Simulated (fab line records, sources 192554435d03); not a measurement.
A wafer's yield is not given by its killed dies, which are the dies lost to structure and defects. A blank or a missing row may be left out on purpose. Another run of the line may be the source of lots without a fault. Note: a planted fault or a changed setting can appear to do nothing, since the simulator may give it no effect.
Split-lot study | flow n5-finfet | on a route of 1938 steps: 7 lots, 39 wafers read

## THE SPLIT ITSELF
At N5_GATE_CUT_ALD_22 (deposits SiNx, target thk 16 nm, pulse time 1 s, ald cycles 320), the setting ald-cycles was moved away from the recipe's 320 on 12 of the 39 wafers read, by -25.6% to +47.2%. All remaining wafers had this setting at the recipe value.

The split's own step is where the reading is taken.

## THE READING
SiNx_of_GATE_CUT_ALD_22.thk-nm (the simulator's own value, which no gauge read), in nm, at N5_GATE_CUT_ALD_22 (deposits SiNx, target thk 16 nm, pulse time 1 s, ald cycles 320). The file gives no usual value for it. The 27 wafers here that ran the recipe average 16.0 nm, standard deviation 0.066 nm.

wafer  | tool, chamber at the split | ald-cycles as run | against the recipe | SiNx_of_GATE_CUT_ALD_22.thk-nm, nm | against lot-mates on the recipe
L077.1 | ald-sin-01, 0,3            | 418               | +30.6%             | 21                                 | +5.0
L077.4 | ald-sin-01, 0,3            | 418               | +30.6%             | 21                                 | +5.0
L077.2 | ald-sin-01, 2,1,2          | 320               | recipe             | 16                                 | -
L077.3 | ald-sin-01, 2,1,2          | 320               | recipe             | 16                                 | -
L077.5 | ald-sin-01, 2,1,2          | 320               | recipe             | 16                                 | -
L077.6 | ald-sin-01, 1              | 418               | +30.6%             | 20.8                               | +4.8
L080.1 | ald-sin-04, 2,1,3,0,1,2    | 320               | recipe             | 16                                 | -
L080.2 | ald-sin-04, 2,1,3,0,1,2    | 320               | recipe             | 16                                 | -
L080.3 | ald-sin-04, 2,1,3,0,1,2    | 320               | recipe             | 16                                 | -
L080.4 | ald-sin-04, 2,1,3,0,1,2    | 320               | recipe             | 16                                 | -
L080.5 | ald-sin-04, 2,1,3,0,1,2    | 320               | recipe             | 16                                 | -
L080.6 | ald-sin-04, 2,1,3,0,1,2    | 320               | recipe             | 16                                 | -
L081.1 | ald-sin-01, 0,0,2          | 320               | recipe             | 16                                 | -
L081.5 | ald-sin-01, 0,0,2          | 320               | recipe             | 16                                 | -
L081.6 | ald-sin-01, 0,0,2          | 320               | recipe             | 16                                 | -
L081.2 | ald-sin-01, 2,3,3          | 471               | +47.2%             | 23.4                               | +7.4
L081.3 | ald-sin-01, 2,3,3          | 471               | +47.2%             | 23.4                               | +7.4
L081.4 | ald-sin-01, 2,3,3          | 471               | +47.2%             | 23.4                               | +7.4
L083.1 | ald-sin-04, 3,2            | 238               | -25.6%             | 11.8                               | -4.1
L083.4 | ald-sin-04, 3,2            | 238               | -25.6%             | 11.8                               | -4.1
L083.2 | ald-sin-04, 0              | 238               | -25.6%             | 12                                 | -3.9
L083.3 | ald-sin-04, 1              | 320               | recipe             | 15.8                               | -
L083.5 | ald-sin-04, 0,1            | 320               | recipe             | 16                                 | -
L083.6 | ald-sin-04, 0,1            | 320               | recipe             | 16                                 | -
L087.1 | ald-sin-02, 3,2,0,1,3,0    | 320               | recipe             | 16                                 | -
L087.2 | ald-sin-02, 3,2,0,1,3,0    | 320               | recipe             | 16                                 | -
L087.3 | ald-sin-02, 3,2,0,1,3,0    | 320               | recipe             | 16                                 | -
L087.4 | ald-sin-02, 3,2,0,1,3,0    | 320               | recipe             | 16                                 | -
L087.5 | ald-sin-02, 3,2,0,1,3,0    | 320               | recipe             | 16                                 | -
L087.6 | ald-sin-02, 3,2,0,1,3,0    | 320               | recipe             | 16                                 | -
L096.1 | ald-sin-02, 3,3,0          | 320               | recipe             | 16                                 | -
L096.5 | ald-sin-02, 3,3,0          | 320               | recipe             | 16                                 | -
L096.6 | ald-sin-02, 3,3,0          | 320               | recipe             | 16                                 | -
L096.2 | ald-sin-02, 1,0,2          | 470               | +46.9%             | 23.6                               | +7.6
L096.3 | ald-sin-02, 1,0,2          | 470               | +46.9%             | 23.6                               | +7.6
L096.4 | ald-sin-02, 1,0,2          | 470               | +46.9%             | 23.6                               | +7.6
L097.2 | ald-sin-04, 0,2            | 320               | recipe             | 16.2                               | -
L097.3 | ald-sin-04, 0,2            | 320               | recipe             | 16.2                               | -
L097.5 | ald-sin-04, 1              | 320               | recipe             | 16                                 | -
Where a row lists several chambers, the file gives one row for several wafers and doesn't say which wafer went through which chamber.

FIT RESULTS
A straight line over all 39 wafers: SiNx_of_GATE_CUT_ALD_22.thk-nm changes by +0.16 nm for each +1% of ald-cycles; r = +1.00; the points scatter about the line by 0.087 nm.
The same after taking each lot's own level away (the mean of its wafers on the recipe; 39 wafers): +0.16 nm for each +1%; r = +1.00; scatter 0.075 nm.
According to that fit, moving ald-cycles by its largest amount changes the reading by 7.5 nm.
Measured against the standard deviation above, the lots' own levels, which go from 15.93 to 16.13 nm, span 3.0 times it.
So the lot-to-lot level changes the slope little: the two slopes agree.
Check: with one of the wafers moved furthest among these (+47.2%) left out of the fit, the line predicts +7.55 nm for it against its lot-mates. It came out at +7.4 nm against them.

## THESE WAFERS: OTHER SPLITS
Note: prior to the reading, these wafers also went through further splits. Each is held against what the fit with the lots' levels taken away leaves over:
other split on the same wafers               | wafers away from the commonest value | r with SiNx_of_GATE_CUT_ALD_22.thk-nm (lot level and that fit taken away)
N5_FIN_SAQP_MANDREL_ETCH_22 target-depth-a   | 15                                   | +0.09
N5_STI_FIN_REVEAL_ETCHBACK_08 target-depth-a | 12                                   | -0.05

## THE WHOLE CHAIN: every reading that the file lists as answering this split, in the file's order
step               | what it does                                                    | reading                                                                         | change (the file's fit)              | r (the file's)
N5_GATE_CUT_ALD_22 | deposits SiNx, target thk 16 nm, pulse time 1 s, ald cycles 320 | SiNx_of_GATE_CUT_ALD_22.thk-nm (the simulator's own value, which no gauge read) | +0.16 nm for each +1% of the setting | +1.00
N5_GATE_CUT_CMP_23 | polishes, stops on SiO2, t overpolish 23.4 s, target thk 16 nm  | time-to-endpoint-s                                                              | withheld for each +1% of the setting | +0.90

## FILE'S OWN FIT
SiNx_of_GATE_CUT_ALD_22.thk-nm changes by +0.16 nm for each +1% of ald-cycles, r = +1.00.
